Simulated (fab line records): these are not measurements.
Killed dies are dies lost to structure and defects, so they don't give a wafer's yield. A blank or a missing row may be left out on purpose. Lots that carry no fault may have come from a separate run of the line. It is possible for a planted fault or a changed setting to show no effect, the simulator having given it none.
Chamber matching	flow nandHarc	3 sister chambers for NHARC_A_M0_DEP_32 on pecvd-01
The step deposits SiCN, target thk 30 nm. 3 wafers are shown with their chamber, then 9 later ones without.

## WAFERS, EACH WITH ITS CHAMBER
wafer	chamber	heaterPowerW (W)
L083.2	1	663
L083.3	0	513
L083.5	2	773

## WAFERS WITH NO CHAMBER GIVEN
wafer	heaterPowerW (W)
L084.1	730
L084.2	518
L084.4	512
L089.1	770
L089.4	495
L089.5	758
L093.4	513
L093.5	661
L093.6	694

## WHICH CHAMBER EACH ONE RAN IN
wafer	from the rows above	in truth
L084.1	can't be placed: 2 or 1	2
L084.2	0	0
L084.4	0	0
L089.1	2	2
L089.4	0	0
L089.5	2	2
L093.4	0	0
L093.5	1	1
L093.6	1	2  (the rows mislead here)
7 of 9 placed correctly. Can't be placed from these rows: 1 (the true chamber is among the candidates in 1). Placed wrongly: 1.
How it was worked out, from the rows above alone: a wafer's distance from a chamber is the root of the sum, over the readings, of the square of ((its reading less the chamber's mean) divided by the reading's scatter). The wafer belongs to the nearest chamber; if the next one is less than 2 further off, it can't be placed. For every chamber, the mean is computed from those of its wafers that are shown. The scatter: with one shown wafer a chamber, the root of the mean of the squares of how far each hidden wafer lies from its nearest shown one.
